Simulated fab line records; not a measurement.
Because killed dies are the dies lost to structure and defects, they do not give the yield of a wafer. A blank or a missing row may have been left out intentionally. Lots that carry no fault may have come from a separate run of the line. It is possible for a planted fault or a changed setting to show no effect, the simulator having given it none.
fab line records	flow n5-finfet
record: lots: 7	wafers: 39
route steps=1938 shown WELL_APT@26 FIN_SAQP@138 DUMMY_GATE@221 BEOL_M0_SAQP@636 BEOL_M0@721 BEOL_M2@883 BEOL_M5@1175 BEOL_M8@1377 BEOL_M10@1470 BEOL_M12@1615 BEOL_M15@1809 MIM_BOT_ETCH@1866 PASSIVATION@1936
start-h: the number of hours between the record's first day and the start of the first shown wafer of the lot	wait-h: how many hours have passed since the lot's step before this one	" unchanged from the row above	L1.1+2: a row that stands for several wafers	- no value, or no start was given	* or withheld: withheld	< > ~ a bound
route shown NAME@n: a module of which the file shows steps, and the number in the route of the first	usual: mean/standard deviation taken from wafers without a fault	same: alike in all rows	chamber/n: place in a boat	sites: per-site readings	_std_site: their standard deviation	_edge_site: inner sites' mean taken away from outer sites' mean	radius-mm: how far each site lies from the wafer's centre	mask NAME#n: copy n	behind: the most recent tool/chamber to have shaped the wafer	hold: the reason the lot was held/the length of the hold in hours/how it ended	device: whichever transistor did not switch (one of n, p or np)	end of line: the route-end tests of the same wafers	step lacking rows: just its recipe	killed: the dies lost at the first sort to structure and to defects; this is not the yield of the wafer	map: shows each die of a wafer: x if killed, . if not, _ if none is there
set.NAME: the setting as run; set.NAME@STEP: as run at that earlier step	model.NAME: the simulator's own value behind a step, which no gauge read
lots where settings were altered on purpose, with a table for each step and a row for each wafer
== steps ==
step: N5_WELL_APT_DEVELOP_07
recipe: develop-time-s: 45	rinse-liquid: surfactant-rinse	dry: air-spin	dev-temp-c: 21
step: N5_FIN_SAQP_SPACER2_ALD_28
recipe: material: SiO2	target-thk-a: 81	temp-c: 300	ald-precursor-family: BDEAS	ald-co-reactant: O2-plasma	pulse-time-s: 1	purge-time-s: 2	co-reactant-purge-time-s: 2	pressure-torr: 2
step: N5_DUMMY_GATE_PECVD_30
recipe: material: SiO2	target-thk-a: 550	temp-c: 400	precursor: TEOS/O2	pressure-torr: 6.5	rf-w: withheld	teos-flow-sccm: withheld	gas: O2	flow-sccm: 2650	time-s: 10.8
step: N5_BEOL_M0_SAQP_PECVD_96
recipe: material: a-Si	target-thk-a: 450	temp-c: 350	precursor: SiH4/He	pressure-torr: 3	rf-w: 100	time-s: 45.2
step: N5_BEOL_M0_TRENCH_ETCH_107
recipe: chemistry: C4F6/O2	target-depth-a: 328	target: SiOC	time-s: 16.4	ion-energy-ev: 250	pressure-mtorr: 30	source-w: 355	bias-w: 185	Ar_flow_sccm: 300	C4F6_flow_sccm: 10	O2_flow_sccm: 10
step: N5_BEOL_M2_ETCHBACK_99
recipe: chemistry: CHF3	target: SiO2	target-depth-a: 50	time-s: 10.4	source-w: 215	bias-w: 47	Ar_flow_sccm: 200	CHF3_flow_sccm: 12	ion-energy-ev: 100	pressure-mtorr: 30
step: N5_BEOL_M5_SPUTTER_48
recipe: material: Cu	target-thk-a: 150	temp-c: -20	chamber-pressure-pa: 0.07	power-w: withheld	time-s: 27.62
step: N5_BEOL_M8_TRENCH_ETCH_37
recipe: chemistry: C4F6/O2	target-depth-a: 934.78	target: SiCOH_lowk	time-s: 31.2	ion-energy-ev: 250	pressure-mtorr: 30	source-w: 345	bias-w: 185	Ar_flow_sccm: 300	C4F6_flow_sccm: 10	O2_flow_sccm: 10
step: N5_BEOL_M10_ILD_DEP_00
recipe: material: SiCOH_lowk	target-thk-a: 3085.1	temp-c: 300	precursor: DEMS/porogen	pressure-torr: 5	rf-w: 500	time-s: 58
step: N5_BEOL_M12_DESCUM_15
recipe: chemistry: O2	time-s: 7.9	source-power-w: 50	bias-power-w: 20	pressure-mtorr: 20	rf-frequency-hz: 2.712e+07	temp-c: 40	o2-flow-sccm: 225
step: N5_BEOL_M15_TRENCH_ETCH_34
recipe: chemistry: C4F8/O2/Ar	target: SiO2	target-depth-a: 8729.3	he-inner-torr: 15	he-outer-torr: 30	time-s: 199	ion-energy-ev: 800	pressure-mtorr: 20	source-w: 1905	bias-w: 2040	Ar_flow_sccm: 400	C4F8_flow_sccm: 16	O2_flow_sccm: 12
step: N5_MIM_BOT_ETCH_ETCH_04
recipe: chemistry: CF4/O2	target: SiNx	target-depth-a: 260	time-s: 13	ion-energy-ev: 100	pressure-mtorr: 40	source-w: 535	bias-w: 49	Ar_flow_sccm: 100	cf4-flow-sccm: 100	O2_flow_sccm: 10
step: N5_PASSIVATION_PROBE_49
usual: defect-limited-yield: 91.2/1.5	killed_at_M4_up: 13/5.3	killed-dies: 103/17	sort_bin_5_function: 5.2/0.94	sort_bin_8_speed: 0/0
lot.wafer	tool	chamber	start-h	wait-h	set.develop-time-s@WELL_APT_DEVELOP_07	set.target-thk-a@FIN_SAQP_SPACER2_ALD_28	set.time-s@DUMMY_GATE_PECVD_30	set.time-s@BEOL_M0_SAQP_PECVD_96	set.target-depth-a@BEOL_M0_TRENCH_ETCH_107	set.time-s@BEOL_M2_ETCHBACK_99	set.target-thk-a@BEOL_M5_SPUTTER_48	set.target-depth-a@BEOL_M8_TRENCH_ETCH_37	set.time-s@BEOL_M10_ILD_DEP_00	set.time-s@BEOL_M12_DESCUM_15	set.time-s@BEOL_M15_TRENCH_ETCH_34	set.time-s@MIM_BOT_ETCH_ETCH_04	defect-limited-yield[%]	killed_at_M4_up	killed-dies	sort_bin_5_function[%]	sort_bin_8_speed[%]
L075.4	prober-01	-	293.95	0.2	45	81	10.8	45.2	328	10.4	150	934.78	58	7.9	199	13	91.2	30	104	4.4	0
L075.5	prober-01	-	294.00	0.2	45	81	10.8	45.2	328	10.4	150	934.78	58	7.9	199	13	87.3	19	150	8.5	0
L075.6	prober-01	-	294.05	0.3	45	81	10.8	45.2	328	10.4	150	934.78	58	7.9	199	13	92.1	7	93	4.6	0
L079.1	prober-02	-	318.14	0.0	45	81	10.8	45.2	136	10.4	150	934.78	81.18	7.9	156.3	9.269	0	1086	1180	96.4	0
L079.2	prober-02	-	318.19	0.1	45	81	10.8	61.13	136	8.05	150	934.78	81.18	4.926	199	9.269	0	1085	1180	97.1	0
L079.3	prober-02	-	318.24	0.1	45	60.19	14.96	61.13	328	10.4	150	1085	58	7.9	199	9.269	88.6	21	134	6.8	88.56
L079.4	prober-02	-	318.29	0.2	45	81	14.96	61.13	328	8.05	231.7	934.78	58	7.9	156.3	13	89.2	20	128	5.8	0
L079.5	prober-02	-	318.34	0.2	45	60.19	14.96	45.2	136	10.4	231.7	1085	81.18	4.926	156.3	13	0	1065	1180	95.5	0
L079.6	prober-02	-	318.39	0.3	45	60.19	10.8	45.2	328	8.05	231.7	1085	58	4.926	199	13	88.9	20	131	5.9	88.90
L083.1	prober-01	-	346.16	0.0	45	81	10.8	55.01	204.2	10.4	103.9	934.78	58	7.9	199	20.34	89.9	14	119	6.3	0
L083.2	prober-01	-	346.21	0.1	65.6	42.85	4.443	45.2	204.2	5.563	150	934.78	48.15	7.9	314.3	13	91.2	11	104	5.6	91.19
L083.3	prober-01	-	346.26	0.1	65.6	81	10.8	45.2	328	5.563	103.9	934.78	58	7.9	314.3	13	89.6	25	123	6.1	0
L083.4	prober-01	-	346.31	0.2	45	42.85	4.443	55.01	204.2	10.4	150	934.78	48.15	7.9	199	13	91.4	19	102	4.7	91.36
L083.5	prober-01	-	346.36	0.2	45	81	4.443	45.2	328	10.4	103.9	934.78	48.15	7.9	314.3	20.34	90.8	21	109	5.8	0
L083.6	prober-01	-	346.41	0.3	65.6	42.85	10.8	55.01	328	5.563	150	934.78	58	7.9	199	20.34	90.3	8	115	5.7	90.25
L082.1	prober-02	-	347.96	0.0	45	81	10.8	45.2	328	10.4	150	687.6	88.7	3.959	199	13	0	1105	1180	96.5	0
L082.2	prober-02	-	348.01	0.1	45	81	7.147	45.2	328	10.4	70.13	934.78	58	3.959	199	15.98	91.4	26	102	4.7	0
L082.3	prober-02	-	348.06	0.1	29.85	114.3	10.8	45.2	328	10.4	150	934.78	88.7	7.9	80.87	15.98	0	1098	1180	96.4	0
L082.4	prober-02	-	348.11	0.2	29.85	114.3	10.8	45.2	328	10.4	70.13	687.6	58	7.9	80.87	13	39.0	654	720	4.7	53.31
L082.5	prober-02	-	348.16	0.2	45	114.3	7.147	45.2	328	10.4	150	687.6	58	7.9	199	15.98	92.7	26	86	3.5	0.68
L082.6	prober-02	-	348.21	0.3	29.85	81	7.147	45.2	328	10.4	70.13	934.78	88.7	3.959	80.87	13	0	1100	1180	95.6	0
L084.1	prober-02	-	358.25	0.0	56.26	81	6.614	45.2	328	12.79	190.2	1153	58	7.9	285	16.65	90.8	9	109	5.1	0
L084.2	prober-02	-	358.30	0.1	45	57.88	10.8	26.48	328	10.4	190.2	934.78	58	7.9	199	16.65	90.7	13	110	5.2	90.68
L084.3	prober-02	-	358.35	0.1	56.26	57.88	10.8	45.2	469.9	10.4	150	1153	58	7.9	285	13	89.2	13	127	6.2	89.24
L084.4	prober-02	-	358.40	0.2	45	81	10.8	45.2	469.9	12.79	150	1153	58	9.881	199	16.65	92.0	11	94	4.9	0
L084.5	prober-02	-	358.45	0.2	56.26	81	6.614	26.48	469.9	12.79	190.2	934.78	58	9.881	199	13	93.1	6	82	4.5	0
L084.6	prober-02	-	358.50	0.3	45	57.88	6.614	26.48	328	10.4	150	934.78	58	9.881	285	13	92.9	4	84	4.1	92.88
L089.1	prober-02	-	369.00	0.0	45	37.5	15.47	45.2	174.3	12.48	150	934.78	58	3.965	199	13	88.1	12	141	7.7	88.05
L089.2	prober-02	-	369.05	0.1	45	81	15.47	45.2	328	12.48	150	934.78	58	7.9	199	13	91.1	4	105	5.3	0
L089.3	prober-02	-	369.10	0.1	52.18	81	15.47	45.2	174.3	10.4	150	1323	58	3.965	199	13	90.5	9	112	4.7	0
L089.4	prober-02	-	369.15	0.2	52.18	37.5	10.8	45.2	328	12.48	150	1323	58	7.9	199	13	90.7	15	110	5.3	90.68
L089.5	prober-02	-	369.20	0.2	45	81	10.8	45.2	328	10.4	150	934.78	58	3.965	199	13	93.7	6	74	3.6	0
L089.6	prober-02	-	369.25	0.3	52.18	37.5	10.8	45.2	174.3	10.4	150	1323	58	7.9	199	13	92.2	7	92	4.4	92.20
L093.1	prober-02	-	424.52	0.0	45	81	10.8	35.8	265.7	10.4	150	934.78	58	3.71	256	20.67	91.0	17	106	5.1	0
L093.2	prober-02	-	424.57	0.1	35	116.8	10.8	45.2	265.7	10.4	211.7	1409	58	7.9	256	13	87.6	79	146	4.5	0
L093.3	prober-02	-	424.62	0.1	35	116.8	10.8	35.8	328	10.4	211.7	934.78	58	3.71	256	13	92.8	19	85	4.2	0
L093.4	prober-02	-	424.67	0.2	45	116.8	5.607	45.2	328	10.4	150	1409	58	3.71	199	13	84.8	101	179	4.6	0
L093.5	prober-02	-	424.72	0.2	35	81	5.607	45.2	265.7	10.4	211.7	934.78	58	7.9	199	20.67	89.5	26	124	6.0	0
L093.6	prober-02	-	424.77	0.3	45	81	5.607	35.8	328	10.4	150	1409	58	7.9	199	20.67	89.6	38	123	4.7	0
killed by level:class
L075.4 STI_FIN_REVEAL:geometric-particle:open=14 BEOL_M4:geometric-particle:open=14 BEOL_M4:geometric-particle:short=8 FIN_SAQP:geometric-particle:short=7 BEOL_M2:geometric-particle:open=7 BEOL_M0_SAQP:geometric-particle:short=5 BEOL_M3:geometric-particle:open=5 MOL_CONTACT_COAG:geometric-particle:open=4
L075.5 STI_FIN_REVEAL:geometric-particle:open=27 FIN_SAQP:geometric-particle:open=16 BEOL_M4:geometric-particle:open=11 FIN_SAQP:geometric-particle:short=10 MOL_CONTACT_COAG:geometric-particle:open=10 MOL_CONTACT_COAG:geometric-particle:short=10 BEOL_M2:geometric-particle:open=8 BEOL_M3:geometric-particle:open=8
L075.6 FIN_SAQP:geometric-particle:short=12 FIN_SAQP:geometric-particle:open=12 STI_FIN_REVEAL:geometric-particle:open=10 BEOL_M3:geometric-particle:open=10 BEOL_M4:geometric-particle:open=6 MOL_CONTACT_COAG:geometric-particle:short=5 BEOL_M0_SAQP:geometric-particle:short=5 BEOL_M2:geometric-particle:open=4
L079.1 BEOL_M10:area-etch=1064 DUMMY_GATE:geometric-particle:open=12 BEOL_M2:geometric-particle:open=10 FIN_SAQP:geometric-particle:open=9 FIN_SAQP:geometric-particle:short=9 BEOL_M0_SAQP:geometric-particle:short=9 BEOL_M4:geometric-particle:open=9 STI_FIN_REVEAL:geometric-particle:open=7
L079.2 BEOL_M10:area-etch=1071 FIN_SAQP:geometric-particle:open=11 STI_FIN_REVEAL:geometric-particle:open=11 FIN_SAQP:geometric-particle:short=10 MOL_CONTACT_COAG:geometric-particle:open=10 BEOL_M2:geometric-particle:open=8 BEOL_M0_SAQP:geometric-particle:short=7 BEOL_M3:geometric-particle:open=7
L079.3 MOL_CONTACT_COAG:geometric-particle:open=19 BEOL_M4:geometric-particle:open=14 BEOL_M0_SAQP:geometric-particle:open=10 FIN_SAQP:geometric-particle:short=8 BEOL_M0_SAQP:geometric-particle:short=8 BEOL_M3:geometric-particle:open=8 BEOL_M2:geometric-particle:open=7 MOL_CONTACT_COAG:geometric-particle:short=6
L079.4 FIN_SAQP:geometric-particle:open=20 DUMMY_GATE:geometric-particle:open=14 FIN_SAQP:geometric-particle:short=12 BEOL_M4:geometric-particle:open=10 BEOL_M3:geometric-particle:open=9 BEOL_M2:geometric-particle:open=8 BEOL_M0_SAQP:geometric-particle:open=7 MOL_CONTACT_COAG:geometric-particle:open=6
L079.5 BEOL_M10:area-etch=1055 FIN_SAQP:geometric-particle:short=17 FIN_SAQP:geometric-particle:open=15 MOL_CONTACT_COAG:geometric-particle:open=15 BEOL_M0_SAQP:geometric-particle:short=9 BEOL_M2:geometric-particle:open=9 BEOL_M0_SAQP:geometric-particle:open=8 STI_FIN_REVEAL:geometric-particle:open=7
L079.6 FIN_SAQP:geometric-particle:open=21 FIN_SAQP:geometric-particle:short=11 BEOL_M3:geometric-particle:open=10 STI_FIN_REVEAL:geometric-particle:open=9 MOL_CONTACT_COAG:geometric-particle:open=9 BEOL_M0_SAQP:geometric-particle:short=7 BEOL_M0_SAQP:geometric-particle:open=7 BEOL_M4:geometric-particle:open=7
L083.1 STI_FIN_REVEAL:geometric-particle:open=18 FIN_SAQP:geometric-particle:short=8 FIN_SAQP:geometric-particle:open=8 BEOL_M0_SAQP:geometric-particle:short=8 BEOL_M1:geometric-particle:open=8 BEOL_M0_SAQP:geometric-particle:open=7 HKMG_FIN:area-etch=7 DUMMY_GATE:geometric-particle:open=6
L083.2 STI_FIN_REVEAL:geometric-particle:open=15 BEOL_M1:geometric-particle:open=11 FIN_SAQP:geometric-particle:open=9 DUMMY_GATE:geometric-particle:open=7 BEOL_M0_SAQP:geometric-particle:short=6 BEOL_M0_SAQP:geometric-particle:open=5 MOL_CONTACT_COAG:geometric-particle:open=5 BEOL_M2:area-etchback=5
L083.3 STI_FIN_REVEAL:geometric-particle:open=14 FIN_SAQP:geometric-particle:short=11 BEOL_M1:geometric-particle:open=10 FIN_SAQP:geometric-particle:open=8 BEOL_M5:interface-void-opened=8 ILD0:geometric-particle:short=7 BEOL_M5:geometric-particle:open=6 GATE_CUT:geometric-particle:open=4
L083.4 BEOL_M4:geometric-particle:open=12 STI_FIN_REVEAL:geometric-particle:open=10 FIN_SAQP:geometric-particle:open=8 DUMMY_GATE:geometric-particle:open=8 GATE_CUT:geometric-particle:short=5 STARTING-WAFER:geometric-particle:short=5 FIN_SAQP:geometric-particle:short=4 BEOL_M0_SAQP:geometric-particle:short=4
L083.5 STI_FIN_REVEAL:geometric-particle:open=15 BEOL_M3:geometric-particle:open=9 BEOL_M5:interface-void-opened=9 FIN_SAQP:geometric-particle:short=8 MOL_CONTACT_COAG:geometric-particle:open=7 FIN_SAQP:geometric-particle:open=5 BEOL_M4:geometric-particle:open=5 DUMMY_GATE:geometric-particle:open=4
L083.6 STI_FIN_REVEAL:geometric-particle:open=27 BEOL_M0_SAQP:geometric-particle:short=15 BEOL_M0_SAQP:geometric-particle:open=13 MOL_CONTACT_COAG:geometric-particle:open=8 FIN_SAQP:geometric-particle:short=6 BEOL_M1:geometric-particle:open=6 BEOL_M7:geometric-particle:open=4 STI_FIN_REVEAL:geometric-particle:short=3
L082.1 BEOL_M10:area-etch=1095 BEOL_M0_SAQP:geometric-particle:open=9 BEOL_M1:geometric-particle:open=8 BEOL_M3:geometric-particle:open=7 FIN_SAQP:geometric-particle:open=6 DUMMY_GATE:geometric-particle:open=6 MOL_CONTACT_COAG:geometric-particle:open=5 BEOL_M0_SAQP:geometric-particle:short=5
L082.2 BEOL_M5:interface-void-opened=15 BEOL_M1:geometric-particle:open=13 BEOL_M0_SAQP:geometric-particle:open=9 BEOL_M0_SAQP:geometric-particle:short=8 FIN_SAQP:geometric-particle:open=6 BEOL_M1:geometric-particle:short=6 BEOL_M3:geometric-particle:open=6 MOL_CONTACT_COAG:geometric-particle:open=4
L082.3 BEOL_M10:area-etch=1083 BEOL_M2:geometric-particle:open=12 BEOL_M0_SAQP:geometric-particle:open=11 FIN_SAQP:geometric-particle:short=8 BEOL_M3:geometric-particle:open=6 BEOL_M0_SAQP:geometric-particle:short=5 BEOL_M1:geometric-particle:open=5 FIN_SAQP:geometric-particle:open=4
L082.4 BEOL_M15:area-ecd=623 BEOL_M5:interface-void-opened=14 BEOL_M0_SAQP:geometric-particle:open=8 FIN_SAQP:geometric-particle:open=6 BEOL_M0_SAQP:geometric-particle:short=6 BEOL_M3:geometric-particle:open=6 BEOL_M8:area-ecd=6 BEOL_M2:geometric-particle:open=5
L082.5 BEOL_M8:area-ecd=8 BEOL_M0_SAQP:geometric-particle:short=7 BEOL_M1:geometric-particle:open=7 DUMMY_GATE:geometric-particle:open=6 MOL_CONTACT_COAG:geometric-particle:open=5 BEOL_M4:geometric-particle:open=5 BEOL_M2:geometric-particle:open=5 BEOL_M7:geometric-particle:open=5
L082.6 BEOL_M10:area-etch=1073 BEOL_M5:interface-void-opened=11 FIN_SAQP:geometric-particle:short=10 FIN_SAQP:geometric-particle:open=8 BEOL_M3:geometric-particle:open=8 BEOL_M0_SAQP:geometric-particle:open=7 BEOL_M0_SAQP:geometric-particle:short=7 BEOL_M1:geometric-particle:open=6
L084.1 BEOL_M0_SAQP:geometric-particle:open=21 BEOL_M3:geometric-particle:open=13 BEOL_M0_SAQP:geometric-particle:short=9 DUMMY_GATE:geometric-particle:open=6 GATE_CUT:geometric-particle:short=6 FIN_SAQP:geometric-particle:open=5 FIN_SAQP:geometric-particle:short=4 DUMMY_GATE:geometric-particle:short=3
L084.2 BEOL_M0_SAQP:geometric-particle:open=10 STI_FIN_REVEAL:geometric-particle:open=9 ILD0:geometric-particle:open=8 BEOL_M3:geometric-particle:open=7 MOL_CONTACT_COAG:geometric-particle:open=6 ILD0:geometric-particle:short=5 GATE_CUT:geometric-particle:short=5 BEOL_M1:geometric-particle:open=5
L084.3 MOL_CONTACT_COAG:geometric-particle:open=16 STI_FIN_REVEAL:geometric-particle:open=13 BEOL_M0_SAQP:geometric-particle:short=10 BEOL_M0_SAQP:geometric-particle:open=10 FIN_SAQP:geometric-particle:open=8 BEOL_M3:geometric-particle:open=8 GATE_CUT:geometric-particle:short=7 FIN_SAQP:geometric-particle:short=6
L084.4 STI_FIN_REVEAL:geometric-particle:open=12 FIN_SAQP:geometric-particle:open=7 BEOL_M1:geometric-particle:open=7 BEOL_M3:geometric-particle:open=7 BEOL_M0_SAQP:geometric-particle:short=6 GATE_CUT:geometric-particle:short=4 MOL_CONTACT_COAG:geometric-particle:open=4 BEOL_M0_SAQP:geometric-particle:open=4
L084.5 BEOL_M0_SAQP:geometric-particle:short=11 GATE_CUT:geometric-particle:open=7 BEOL_M0_SAQP:geometric-particle:open=7 BEOL_M3:geometric-particle:open=6 DUMMY_GATE:geometric-particle:short=5 MOL_CONTACT_COAG:geometric-particle:open=5 FIN_SAQP:geometric-particle:open=4 DUMMY_GATE:geometric-particle:open=4
L084.6 STI_FIN_REVEAL:geometric-particle:open=9 BEOL_M0_SAQP:geometric-particle:open=9 BEOL_M0_SAQP:geometric-particle:short=7 BEOL_M1:geometric-particle:open=6 ILD0:geometric-particle:open=5 GATE_CUT:geometric-particle:short=5 MOL_CONTACT_COAG:geometric-particle:open=5 FIN_SAQP:geometric-particle:short=4
L089.1 FIN_SAQP:geometric-particle:open=35 BEOL_M0_SAQP:geometric-particle:short=10 FIN_SAQP:geometric-particle:short=9 MOL_CONTACT_COAG:geometric-particle:open=9 BEOL_M0_SAQP:geometric-particle:open=9 BEOL_M3:geometric-particle:open=8 BEOL_M1:geometric-particle:open=8 BEOL_M2:geometric-particle:open=6
L089.2 FIN_SAQP:geometric-particle:open=17 BEOL_M2:geometric-particle:open=11 DUMMY_GATE:geometric-particle:open=9 MOL_CONTACT_COAG:geometric-particle:open=9 BEOL_M3:geometric-particle:open=9 STI_FIN_REVEAL:geometric-particle:open=6 FIN_SAQP:geometric-particle:short=5 BEOL_M2:geometric-particle:short=5
L089.3 FIN_SAQP:geometric-particle:open=13 STI_FIN_REVEAL:geometric-particle:open=12 FIN_SAQP:geometric-particle:short=10 MOL_CONTACT_COAG:geometric-particle:open=7 BEOL_M0_SAQP:geometric-particle:short=6 BEOL_M2:geometric-particle:open=6 ILD0:geometric-particle:short=5 BEOL_M2:geometric-particle:short=5
L089.4 FIN_SAQP:geometric-particle:open=19 FIN_SAQP:geometric-particle:short=12 BEOL_M0_SAQP:geometric-particle:open=9 BEOL_M2:geometric-particle:open=8 BEOL_M3:geometric-particle:open=7 STI_FIN_REVEAL:geometric-particle:open=6 BEOL_M0_SAQP:geometric-particle:short=6 BEOL_M8:area-etch=6
L089.5 FIN_SAQP:geometric-particle:open=9 STI_FIN_REVEAL:geometric-particle:open=5 DUMMY_GATE:geometric-particle:open=5 BEOL_M1:geometric-particle:open=5 FIN_SAQP:geometric-particle:short=4 MOL_CONTACT_COAG:geometric-particle:open=4 BEOL_M0_SAQP:geometric-particle:open=4 BEOL_M0_SAQP:geometric-particle:short=4
L089.6 FIN_SAQP:geometric-particle:short=14 STI_FIN_REVEAL:geometric-particle:open=12 FIN_SAQP:geometric-particle:open=10 GATE_CUT:geometric-particle:short=6 BEOL_M0_SAQP:geometric-particle:short=6 ILD0:geometric-particle:short=5 MOL_CONTACT_COAG:geometric-particle:open=5 BEOL_M0_SAQP:geometric-particle:open=5
L093.1 FIN_SAQP:geometric-particle:open=11 MOL_CONTACT_COAG:geometric-particle:open=9 FIN_SAQP:geometric-particle:short=8 MOL_CONTACT_COAG:geometric-particle:short=8 BEOL_M2:geometric-particle:open=7 DUMMY_GATE:geometric-particle:open=6 BEOL_M0_SAQP:geometric-particle:short=6 BEOL_M2:geometric-particle:short=6
L093.2 BEOL_M8:area-etch=59 MOL_CONTACT_COAG:geometric-particle:open=11 BEOL_M4:geometric-particle:open=8 BEOL_M0_SAQP:geometric-particle:open=8 FIN_SAQP:geometric-particle:short=7 FIN_SAQP:geometric-particle:open=6 BEOL_M5:geometric-particle:open=6 MOL_CONTACT_COAG:geometric-particle:short=4
L093.3 FIN_SAQP:geometric-particle:short=19 MOL_CONTACT_COAG:geometric-particle:open=9 FIN_SAQP:geometric-particle:open=7 BEOL_M4:geometric-particle:open=6 BEOL_M0_SAQP:geometric-particle:open=5 BEOL_M1:geometric-particle:open=5 GATE_CUT:geometric-particle:short=4 BEOL_M3:geometric-particle:open=4
L093.4 BEOL_M8:area-etch=85 FIN_SAQP:geometric-particle:open=15 BEOL_M5:geometric-particle:open=7 FIN_SAQP:geometric-particle:short=6 BEOL_M3:geometric-particle:open=6 STI_FIN_REVEAL:geometric-particle:open=5 GATE_CUT:geometric-particle:short=5 MOL_CONTACT_COAG:geometric-particle:open=5
L093.5 FIN_SAQP:geometric-particle:short=15 FIN_SAQP:geometric-particle:open=11 MOL_CONTACT_COAG:geometric-particle:open=10 BEOL_M4:geometric-particle:open=8 BEOL_M2:geometric-particle:short=7 GATE_CUT:geometric-particle:short=6 BEOL_M0_SAQP:geometric-particle:open=6 BEOL_M2:geometric-particle:open=6
L093.6 BEOL_M8:area-etch=21 BEOL_M2:geometric-particle:open=11 BEOL_M3:geometric-particle:open=11 BEOL_M5:geometric-particle:open=7 GATE_CUT:geometric-particle:short=6 BEOL_M0_SAQP:geometric-particle:short=6 FIN_SAQP:geometric-particle:open=5 FIN_SAQP:geometric-particle:short=5
== key ==
split: step: N5_WELL_APT_DEVELOP_07	setting: develop-time-s	stated-as: 45
response none clear
split: step: N5_FIN_SAQP_SPACER2_ALD_28	setting: target-thk-a	stated-as: 81
response: step: N5_PASSIVATION_PROBE_49	reading: sort_bin_8_speed	slope: -1.42	per: 1%	together-with: all	explained: 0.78
split: step: N5_DUMMY_GATE_PECVD_30	setting: time-s	stated-as: 10.8
response none clear
split: step: N5_BEOL_M0_SAQP_PECVD_96	setting: time-s	stated-as: 45.2
response none clear
split: step: N5_BEOL_M0_TRENCH_ETCH_107	setting: target-depth-a	stated-as: 328
response none clear
split: step: N5_BEOL_M2_ETCHBACK_99	setting: time-s	stated-as: 10.4
response none clear
split: step: N5_BEOL_M5_SPUTTER_48	setting: target-thk-a	stated-as: 150
response none clear
split: step: N5_BEOL_M8_TRENCH_ETCH_37	setting: target-depth-a	stated-as: 934.78
response none clear
split: step: N5_BEOL_M10_ILD_DEP_00	setting: time-s	stated-as: 58
response: step: N5_PASSIVATION_PROBE_49	reading: sort_bin_5_function	slope: +1.79	per: 1%	together-with: all	explained: 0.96
response: step: N5_PASSIVATION_PROBE_49	reading: killed_at_M4_up	slope: +17.4	per: 1%	together-with: all	explained: 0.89
response: step: N5_PASSIVATION_PROBE_49	reading: killed-dies	slope: +17.4	per: 1%	together-with: all	explained: 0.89
response: step: N5_PASSIVATION_PROBE_49	reading: defect-limited-yield	slope: -1.48	per: 1%	together-with: all	explained: 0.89
split: step: N5_BEOL_M12_DESCUM_15	setting: time-s	stated-as: 7.9
response none clear
split: step: N5_BEOL_M15_TRENCH_ETCH_34	setting: time-s	stated-as: 199
response none clear
split: step: N5_MIM_BOT_ETCH_ETCH_04	setting: time-s	stated-as: 13
response none clear
